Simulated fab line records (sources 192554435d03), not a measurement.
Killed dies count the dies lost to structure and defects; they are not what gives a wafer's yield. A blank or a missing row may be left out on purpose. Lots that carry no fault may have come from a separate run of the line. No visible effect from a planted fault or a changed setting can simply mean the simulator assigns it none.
Which of the tools did it? | flow n5 finfet | 24 lots, 72 wafers sampled, at 6 steps of a route of 1938

WHAT THE GAUGES SHOWED, per wafer
N5_BEOL_M15_THK_MEAS_01. Usual: for M15_ILD_THK the level is 1631 nm and the standard deviation is 28.
lot  | measured     | on            | M15_ILD_THK (nm) | flag
L075 | day 10 21:18 | film metro-02 | 1642 1690 1671   |
L074 | day 11 13:11 | film metro-01 | 1629 1657 1681   |
L077 | day 11 13:49 | film metro-01 | 1588 1603 1617   |
L076 | day 11 17:08 | film metro-01 | 1608 1618 1648   |
L079 | day 12 02:26 | film metro-01 | 1618 1639 1638   |
L078 | day 12 06:23 | film metro-01 | 1624 1647 1626   |
L080 | day 12 12:49 | film metro-01 | 1635 1665 1656   |
L081 | day 12 21:59 | film metro-01 | 1653 1651 1678   |
L082 | day 12 22:08 | film metro-01 | 1613 1582 1610   |
L083 | day 13 05:11 | film metro-01 | 1592 1627 1633   |
L084 | day 13 21:24 | film metro-01 | 1624 1574 1616   |
L085 | day 13 22:16 | film metro-01 | 1632 1631 1640   |
L086 | day 14 10:16 | film metro-02 | 1615 1568 1616   |
L087 | day 15 05:03 | film metro-01 | 1598 1595 1654   |
L089 | day 15 08:16 | film metro-02 | 1631 1639 1687   |
L088 | day 15 08:31 | film metro-01 | 1566 1654 1641   |
L090 | day 15 17:11 | film metro-02 | 1610 1637 1644   |
L091 | day 15 17:52 | film metro-01 | 1619 1615 1656   |
L093 | day 16 10:11 | film metro-02 | 1627 1591 1647   |
L094 | day 16 10:41 | film metro-02 | 1634 1690 1647   |
L092 | day 16 11:05 | film metro-01 | 1628 1631 1631   |
L095 | day 16 15:03 | film metro-02 | 1627 1637 1632   |
L096 | day 17 00:02 | film metro-01 | 1647 1658 1648   |
L097 | day 17 23:17 | film metro-01 | 1575 1580 1598   |

N5_MIM_BOT_LITHO_CD_MEAS_08: target cd 3000 nm. Usual: cd nm reads 2999.7 nm (standard deviation 2).
lot  | measured     | on        | cd nm (nm)           | flag
L075 | day 11 07:30 | cd sem-01 | 3000.4 2996.9 2996.8 |
L074 | day 12 01:26 | cd sem-03 | 2999.3 3002.3 2999.6 |
L077 | day 12 02:08 | cd sem-03 | 2999.3 3000.5 3001.3 |
L076 | day 12 02:19 | cd sem-01 | 2998.2 2997.9 2999.1 |
L079 | day 12 11:52 | cd sem-01 | 2999.3 3000.5 2996.9 |
L078 | day 12 17:07 | cd sem-01 | 2999.9 3002.3 2996.5 |
L080 | day 12 23:52 | cd sem-01 | 2996.0 2997.1 2996.8 |
L081 | day 13 07:53 | cd sem-01 | 2999.8 3000.0 2999.4 |
L082 | day 13 11:17 | cd sem-02 | 2999.9 2995.5 2997.0 |
L083 | day 13 16:32 | cd sem-03 | 2999.4 2998.6 3001.0 |
L084 | day 14 05:53 | cd sem-03 | 3002.1 3001.2 3002.5 |
L085 | day 14 10:40 | cd sem-01 | 2996.9 2996.6 3001.2 |
L086 | day 14 20:16 | cd sem-01 | 3000.1 2998.9 2997.8 |
L087 | day 15 14:31 | cd sem-02 | 3001.9 3000.0 3007.0 |
L089 | day 15 20:10 | cd sem-02 | 2998.8 3000.7 2996.6 |
L088 | day 15 20:12 | cd sem-02 | 3000.9 2999.4 3001.0 |
L090 | day 16 02:53 | cd sem-03 | 2998.9 2998.9 2999.6 |
L091 | day 16 09:34 | cd sem-01 | 2999.1 2998.7 2999.9 |
L093 | day 16 21:05 | cd sem-03 | 2999.2 3002.7 3004.7 |
L094 | day 16 22:37 | cd sem-03 | 3000.3 3001.3 3000.1 |
L092 | day 16 23:01 | cd sem-03 | 3000.4 2999.2 3001.3 |
L095 | day 17 02:23 | cd sem-01 | 2999.7 3001.4 3002.4 |
L096 | day 17 10:38 | cd sem-01 | 3000.4 2999.5 3000.1 |
L097 | day 18 08:26 | cd sem-02 | 2997.6 2999.6 2998.6 |

N5_MIM_BOT_LITHO_OVL_MEAS_11. Usual: for MIM_BOT_OVL the level is -5 nm and the standard deviation is 5.8.
lot  | measured     | on         | MIM_BOT_OVL (nm) | flag
L075 | day 11 07:32 | overlay-02 | 0 -5 -10         |
L074 | day 12 01:28 | overlay-01 | 10 -1 3          |
L077 | day 12 02:10 | overlay-01 | -8 0 -1          |
L076 | day 12 02:21 | overlay-02 | -11 -12 -13      |
L079 | day 12 11:54 | overlay-01 | -10 -10 -19      |
L078 | day 12 17:09 | overlay-02 | 1 -6 -9          |
L080 | day 12 23:53 | overlay-02 | -7 -10 -9        |
L081 | day 13 07:54 | overlay-01 | 0 -3 9           |
L082 | day 13 11:18 | overlay-01 | -9 -5 -8         |
L083 | day 13 16:34 | overlay-01 | -13 1 -4         |
L084 | day 14 05:55 | overlay-02 | -4 -11 -12       |
L085 | day 14 10:42 | overlay-02 | -3 -7 -9         |
L086 | day 14 20:17 | overlay-01 | -6 -8 -3         |
L087 | day 15 14:33 | overlay-01 | -12 -13 -15      |
L089 | day 15 20:11 | overlay-02 | -8 -5 -3         |
L088 | day 15 20:14 | overlay-02 | -5 -1 -8         |
L090 | day 16 02:55 | overlay-02 | -2 -5 -1         |
L091 | day 16 09:36 | overlay-02 | -1 -3 -9         |
L093 | day 16 21:07 | overlay-01 | -9 -2 7          |
L094 | day 16 22:38 | overlay-01 | -2 -6 -8         |
L092 | day 16 23:02 | overlay-01 | -5 -5 -8         |
L095 | day 17 02:25 | overlay-01 | -4 -2 8          |
L096 | day 17 10:40 | overlay-02 | -8 -12 -11       |
L097 | day 18 08:28 | overlay-01 | 1 -9 3           |

WHAT TOOL EACH LOT RAN ON (gives the tool, then ch and the chambers of the sampled wafers, and finally the start)
lot  | N5_BEOL_M15_ILD_DEP_00          | N5_BEOL_M15_STRIP_62                          | N5_MIM_TOP_ETCH_ETCH_00
L075 | pecvd-04 ch 0,1, day 10 21:02   | rie diel-01 ch 1,2,3, day 11 06:59 or earlier | rie metal-02 ch 0,1, day 11 06:59
L074 | pecvd-04 ch 1,2, day 11 12:56   | rie diel-01 ch 0,1, day 12 00:38 or earlier   | rie metal-01 ch 1, day 12 00:38
L077 | pecvd-02 ch 0,2, day 11 13:28   | rie diel-03 ch 1,2,3, day 12 01:17 or earlier | rie metal-03 ch 1, day 12 01:17
L076 | pecvd-03 ch 0,1, day 11 16:53   | rie diel-04 ch 1,2,3, day 12 01:38 or earlier | rie metal-01 ch 1, day 12 01:38
L079 | pecvd-03 ch 0,1, day 12 02:10   | rie diel-01 ch 2,3, day 12 11:21 or earlier   | rie metal-02 ch 0,1, day 12 11:21
L078 | pecvd-02 ch 0,2, day 12 06:08   | rie diel-01 ch 1,2,3, day 12 16:34 or earlier | rie metal-03 ch 0,1, day 12 16:34
L080 | pecvd-03 ch 0,2, day 12 12:34   | rie diel-04 ch 0,2, day 12 23:11 or earlier   | rie metal-03 ch 0,1, day 12 23:11
L081 | pecvd-04 ch 0,1,2, day 12 21:44 | rie diel-03 ch 0,1, day 13 07:21 or earlier   | rie metal-03 ch 0,1, day 13 07:21
L082 | pecvd-02 ch 0,1,2, day 12 21:52 | rie diel-01 ch 0,1,2, day 13 10:40 or earlier | rie metal-01 ch 1, day 13 10:40
L083 | pecvd-02 ch 0,1,2, day 13 04:56 | rie diel-03 ch 0,1,2, day 13 15:52 or earlier | rie metal-01 ch 0,1, day 13 15:52
L084 | pecvd-03 ch 0,2, day 13 21:09   | rie diel-03 ch 2,3, day 14 05:12 or earlier   | rie metal-02 ch 0,1, day 14 05:12
L085 | pecvd-04 ch 0,1, day 13 22:01   | rie diel-04 ch 0,2,3, day 14 09:52 or earlier | rie metal-03 ch 1, day 14 09:52
L086 | pecvd-03 ch 0,1,2, day 14 10:01 | rie diel-04 ch 1,2, day 14 19:37 or earlier   | rie metal-01 ch 0,1, day 14 19:37
L087 | pecvd-03 ch 0,1, day 15 04:35   | rie diel-04 ch 0,1, day 15 13:49 or earlier   | rie metal-01 ch 0,1, day 15 13:49
L089 | pecvd-04 ch 0,2, day 15 08:01   | rie diel-03 ch 0,1,2, day 15 19:23 or earlier | rie metal-01 ch 0,1, day 15 19:23
L088 | pecvd-03 ch 0,1,2, day 15 08:16 | rie diel-01 ch 0,1,2, day 15 19:26 or earlier | rie metal-02 ch 0,1, day 15 19:26
L090 | pecvd-02 ch 1,2, day 15 16:56   | rie diel-04 ch 1,2, day 16 02:19 or earlier   | rie metal-01 ch 0,1, day 16 02:19
L091 | pecvd-03 ch 0,2, day 15 17:36   | rie diel-01 ch 1,2,3, day 16 09:01 or earlier | rie metal-03 ch 0,1, day 16 09:01
L093 | pecvd-03 ch 0,1, day 16 09:56   | rie diel-03 ch 0,1,3, day 16 20:31 or earlier | rie metal-02 ch 0,1, day 16 20:31
L094 | pecvd-04 ch 0,1,2, day 16 10:26 | rie diel-01 ch 0,1,2, day 16 21:48 or earlier | rie metal-01 ch 0,1, day 16 21:48
L092 | pecvd-02 ch 0,1,2, day 16 10:57 | rie diel-01 ch 0,2,3, day 16 22:29 or earlier | rie metal-01 ch 0,1, day 16 22:29
L095 | pecvd-03 ch 0,1,2, day 16 14:48 | rie diel-04 ch 0,1,3, day 17 01:48 or earlier | rie metal-01 ch 0,1, day 17 01:48
L096 | pecvd-04 ch 0,2, day 16 23:47   | rie diel-04 ch 0,2,3, day 17 10:02 or earlier | rie metal-02 ch 0,1, day 17 10:02
L097 | pecvd-03 ch 0,2, day 17 23:02   | rie diel-04 ch 0,3, day 18 07:52 or earlier   | rie metal-02 ch 0,1, day 18 07:52
- N5_BEOL_M15_ILD_DEP_00: deposits SiO2 from TEOS/O2, target thk 1629.3 nm, time 346.1 s.
- N5_BEOL_M15_STRIP_62: strips in O2.
- N5_MIM_TOP_ETCH_ETCH_00: etches TiN in Cl2/BCl3, target depth 38.5 nm.

AS READ BY THE TOOLS THEMSELVES (means over the sampled wafers that have a number; for cases with no such wafer, the mark the record gives instead)
N5_BEOL_M15_ILD_DEP_00. Usual: heater power w 494 W, standard deviation 66; showerhead plenum p Torr 8.36 Torr, standard deviation 0.054; throttle valve pct 18.5 %, standard deviation 0.58.
lot  | tool     | heater power w (W) | showerhead plenum p Torr (Torr) | throttle valve pct (%) | flag
L075 | pecvd-04 | 465                | 8.29                            | 18.3                   |
L074 | pecvd-04 | 461                | 8.35                            | 19.1                   |
L077 | pecvd-02 | 515                | 8.35                            | 17.8                   |
L076 | pecvd-03 | 511                | 8.43                            | 18.2                   |
L079 | pecvd-03 | 504                | 8.41                            | 18.4                   |
L078 | pecvd-02 | 457                | 8.34                            | 17.8                   |
L080 | pecvd-03 | 481                | 8.43                            | 18.1                   |
L081 | pecvd-04 | 466                | 8.31                            | 18.8                   |
L082 | pecvd-02 | 460                | 8.33                            | 18.1                   |
L083 | pecvd-02 | 496                | 8.33                            | 18.0                   |
L084 | pecvd-03 | 530                | 8.43                            | 17.9                   |
L085 | pecvd-04 | 504                | 8.27                            | 18.4                   |
L086 | pecvd-03 | 528                | 8.41                            | 18.7                   |
L087 | pecvd-03 | 502                | 8.41                            | 18.4                   |
L089 | pecvd-04 | 504                | 8.30                            | 18.5                   |
L088 | pecvd-03 | 492                | 8.40                            | 18.5                   |
L090 | pecvd-02 | 505                | 8.33                            | 18.2                   |
L091 | pecvd-03 | 529                | 8.42                            | 18.3                   |
L093 | pecvd-03 | 558                | 8.39                            | 18.9                   |
L094 | pecvd-04 | 456                | 8.32                            | 18.8                   |
L092 | pecvd-02 | 431                | 8.32                            | 18.3                   |
L095 | pecvd-03 | 581                | 8.39                            | 18.6                   |
L096 | pecvd-04 | 479                | 8.32                            | 18.5                   |
L097 | pecvd-03 | 495                | 8.42                            | 18.2                   |

N5_BEOL_M15_STRIP_62. Usual: drypump motor current A 5.6 A, standard deviation 0.42; oes product au 0.82 a.u., standard deviation 0.084; rf vpp V 3.7 V, standard deviation 0.5; showerhead plenum p Torr 2.06 Torr, standard deviation 0.076; throttle valve pct 16.47 %, standard deviation 0.18.
lot  | tool        | drypump motor current A (A) | oes product au (a.u.) | rf vpp V (V) | showerhead plenum p Torr (Torr) | throttle valve pct (%) | flag
L075 | rie diel-01 | 5.5                         | 0.77                  | 3.6          | 2.07                            | 16.52                  |
L074 | rie diel-01 | 5.2                         | 0.87                  | 4.0          | 2.05                            | 16.34                  |
L077 | rie diel-03 | 5.7                         | 0.82                  | 3.8          | 2.11                            | 16.62                  |
L076 | rie diel-04 | 5.7                         | 0.74                  | 3.6          | 2.01                            | 16.47                  |
L079 | rie diel-01 | 5.3                         | 0.75                  | 3.8          | 2.07                            | 16.62                  |
L078 | rie diel-01 | 5.5                         | 0.76                  | 3.4          | 2.07                            | 16.53                  |
L080 | rie diel-04 | 5.9                         | 0.93                  | 3.5          | 2.07                            | 16.41                  |
L081 | rie diel-03 | 6.1                         | 0.94                  | 3.8          | 2.07                            | 16.27                  |
L082 | rie diel-01 | 5.3                         | 0.81                  | 3.6          | 2.03                            | 16.48                  |
L083 | rie diel-03 | 5.8                         | 0.91                  | 4.0          | 2.09                            | 16.36                  |
L084 | rie diel-03 | 5.3                         | 0.89                  | 3.9          | 2.09                            | 16.34                  |
L085 | rie diel-04 | 5.7                         | 0.81                  | 3.9          | 2.05                            | 16.47                  |
L086 | rie diel-04 | 5.9                         | 0.76                  | 3.9          | 1.98                            | 16.47                  |
L087 | rie diel-04 | 5.8                         | 0.83                  | 3.5          | 2.00                            | 16.55                  |
L089 | rie diel-03 | 5.8                         | 0.87                  | 3.8          | 2.09                            | 16.38                  |
L088 | rie diel-01 | 5.3                         | 0.79                  | 3.6          | 2.03                            | 16.50                  |
L090 | rie diel-04 | 5.9                         | 0.75                  | 3.6          | 1.98                            | 16.49                  |
L091 | rie diel-01 | 5.5                         | 0.75                  | 3.2          | 2.06                            | 16.58                  |
L093 | rie diel-03 | 6.0                         | 0.88                  | 4.0          | 2.07                            | 16.44                  |
L094 | rie diel-01 | 5.3                         | 0.79                  | 4.0          | 2.02                            | 16.53                  |
L092 | rie diel-01 | 5.3                         | 0.76                  | 3.6          | 2.07                            | 16.56                  |
L095 | rie diel-04 | 5.5                         | 0.85                  | 3.8          | 2.06                            | 16.45                  |
L096 | rie diel-04 | 5.7                         | 0.88                  | 4.1          | 2.13                            | 16.36                  |
L097 | rie diel-04 | 5.6                         | 0.89                  | 3.7          | 2.10                            | 16.46                  |

N5_MIM_TOP_ETCH_ETCH_00. Usual: bias w 126.0 W, standard deviation 0.38; drypump motor current A 5.8 A, standard deviation 0.72; oes_ar_750_au 0.84 a.u., standard deviation 0.082; oes product au 0.84 a.u., standard deviation 0.081; throttle valve pct 22.70 %, standard deviation 0.29.
lot  | tool         | bias w (W) | drypump motor current A (A) | oes_ar_750_au (a.u.) | oes product au (a.u.) | throttle valve pct (%) | flag
L075 | rie metal-02 | 125.7      | 5.4                         | 0.99                 | 0.96                  | 22.35                  |
L074 | rie metal-01 | 125.8      | 6.5                         | 0.78                 | 0.76                  | 22.95                  |
L077 | rie metal-03 | 126.0      | 6.8                         | 0.76                 | 0.76                  | 22.67                  |
L076 | rie metal-01 | 126.0      | 6.5                         | 0.77                 | 0.76                  | 22.93                  |
L079 | rie metal-02 | 125.7      | 5.3                         | 0.93                 | 0.91                  | 22.34                  |
L078 | rie metal-03 | 126.1      | 5.6                         | 0.86                 | 0.88                  | 22.42                  |
L080 | rie metal-03 | 125.9      | 6.2                         | 0.80                 | 0.81                  | 22.55                  |
L081 | rie metal-03 | 125.9      | 6.2                         | 0.80                 | 0.82                  | 22.54                  |
L082 | rie metal-01 | 125.9      | 6.5                         | 0.77                 | 0.75                  | 22.95                  |
L083 | rie metal-01 | 126.0      | 6.0                         | 0.82                 | 0.81                  | 22.98                  |
L084 | rie metal-02 | 125.9      | 5.4                         | 0.94                 | 0.91                  | 22.36                  |
L085 | rie metal-03 | 125.9      | 6.8                         | 0.75                 | 0.76                  | 22.69                  |
L086 | rie metal-01 | 126.1      | 5.6                         | 0.85                 | 0.86                  | 23.00                  |
L087 | rie metal-01 | 125.5      | 5.6                         | 0.84                 | 0.85                  | 23.00                  |
L089 | rie metal-01 | 125.5      | 6.1                         | 0.79                 | 0.79                  | 22.99                  |
L088 | rie metal-02 | 125.9      | 5.3                         | 0.93                 | 0.90                  | 22.37                  |
L090 | rie metal-01 | 125.5      | 6.1                         | 0.79                 | 0.79                  | 22.99                  |
L091 | rie metal-03 | 125.7      | 5.6                         | 0.82                 | 0.83                  | 22.43                  |
L093 | rie metal-02 | 126.4      | 5.4                         | 0.92                 | 0.90                  | 22.38                  |
L094 | rie metal-01 | 126.0      | 5.6                         | 0.81                 | 0.84                  | 23.01                  |
L092 | rie metal-01 | 126.0      | 5.6                         | 0.82                 | 0.83                  | 23.02                  |
L095 | rie metal-01 | 125.8      | 6.0                         | 0.78                 | 0.78                  | 23.00                  |
L096 | rie metal-02 | 125.5      | 5.3                         | 0.88                 | 0.88                  | 22.38                  |
L097 | rie metal-02 | 126.2      | 5.4                         | 0.91                 | 0.88                  | 22.39                  |

THE ANSWER, worked out from the rows above alone
Rule: take the mean of a lot's wafers that have a number; if it is more than 3 standard deviations from the usual mean, the lot is off. A lot without any number at a reading at which 4 lots or more have one is off too. Where the step has rows for the other lots, those lots are counted as sound. Order of review: gauges by route order, followed by the tools' own readings, for which a lot's mean as printed above is used. At the first step where some lot is off, the reading lying furthest off is the one used; lots without a number count as furthest.
No lot is off on any of the readings shown, so nothing can be concluded from this.

WHAT THE SIMULATOR HAD INSERTED
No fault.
